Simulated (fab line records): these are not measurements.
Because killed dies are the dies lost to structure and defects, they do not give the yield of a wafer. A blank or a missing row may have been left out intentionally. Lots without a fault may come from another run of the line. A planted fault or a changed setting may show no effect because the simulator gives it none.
Chamber matching	flow nand harc	ald hk-04 running NHARC_A_WL_FILL_ALD_00: 3 sister chambers
The step deposits Al2O3, target thk 3 nm, pulse time 3 s, ald cycles 30. 14 wafers are shown with their chamber, then 4 later ones without.

== WAFERS, EACH WITH ITS CHAMBER ==
wafer	chamber	heater power w (W)	precursor pulse height rel
L108.2	0	399	0.979
L108.5	0	392	0.992
L108.6	1	502	0.986
L109.3	1	524	1.012
L109.4	0	400	1.028
L109.5	3	474	0.988
L111.2	3	476	0.995
L111.3	0	397	1.016
L111.5	0	406	0.992
L114.4	3	473	1.020
L114.5	0	412	0.996
L114.6	1	509	1.015
L117.3	0	400	1.003
L117.4	1	502	1.005

SIGNATURES (means of the wafers above)
reading	chamber 0	chamber 1	chamber 3	scatter within a chamber
heater power w	400.86	509.25	474.33	7.24
precursor pulse height rel	1.00086	1.00450	1.00100	0.0157
Rule: a wafer's distance from a chamber is the root of the sum, over the readings, of the square of ((its reading less the chamber's mean) divided by the reading's scatter). If the next closest chamber is less than 2 further off than the closest, the wafer can't be placed; otherwise it belongs to the closest. The scatter: take each reading less its chamber's mean, square it, sum over the shown wafers, divide by the number of wafers less the number of chambers, and take the root.

== WAFERS WITH NO CHAMBER GIVEN ==
wafer	heater power w (W)	precursor pulse height rel
L117.5	399	0.992
L116.4	472	0.989
L116.5	464	1.012
L126.4	493	1.026

== WHICH CHAMBER EACH WENT THROUGH ==
wafer	from the rows above	in truth
L117.5	0	0
L116.4	3	3
L116.5	3	3
L126.4	can't be placed: 1 or 3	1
Placed correctly: 3 of 4. These rows do not allow placing 1 (true chamber among the candidates in 1). Placed wrongly: 0.
